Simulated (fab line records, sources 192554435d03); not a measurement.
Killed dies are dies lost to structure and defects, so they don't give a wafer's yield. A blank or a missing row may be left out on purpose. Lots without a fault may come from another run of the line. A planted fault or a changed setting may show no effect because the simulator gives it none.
Which tool did it? | flow n5_finfet | 12 lots, 36 wafers sampled, at 1 step of a route of 1938

WHAT THE GAUGES READ, wafer by wafer
N5_BEOL_M7_RS_MEAS_57: measures by four-point-probe.
lot  | measured     | on            | M7_RS (ohm/sq)
L075 | day 9 19:46  | film_metro-02 | 0.293 0.298 0.293
L077 | day 10 04:51 | film_metro-02 | 0.304 0.299 0.289
L079 | day 10 22:11 | film_metro-01 | 0.286 0.301 0.293
L081 | day 11 07:04 | film_metro-01 | 0.283 0.286 0.272
L083 | day 11 11:58 | film_metro-02 | 0.286 0.291 0.280
L085 | day 12 09:51 | film_metro-02 | 0.286 0.293 0.292
L089 | day 13 03:42 | film_metro-01 | 0.292 0.280 0.295
L090 | day 13 14:38 | film_metro-01 | 0.274 0.291 0.291
L092 | day 14 02:55 | film_metro-02 | 0.299 0.287 0.283
L093 | day 14 13:41 | film_metro-01 | 0.294 0.292 0.270
L095 | day 14 16:56 | film_metro-01 | 0.304 0.295 0.283
L097 | day 15 04:33 | film_metro-01 | 0.292 0.296 0.292

WHICH TOOL RAN EACH LOT (tool, then ch and the chambers of the sampled wafers, then the start)
The record holds no process step before these readings.

THE ANSWER, worked out from the rows above alone
Rule: what is usual is taken from the lots themselves. Put in order of their means at a reading, lots are off if they are a third of the lots or fewer, leave a main group of 4 or more, and stand apart from it by a gap of 3 or more times the standard deviation of the main group's means; of several such gaps the widest counts. A main group whose means are all the same, to the digits that the tables above print for the reading, isn't used. A lot without any number at a reading at which 4 lots or more have one is off too. The other lots that the step has rows for count as sound.
No lot is off at any reading shown: from this, nothing can be told.

WHAT THE SIMULATOR HAD PUT IN
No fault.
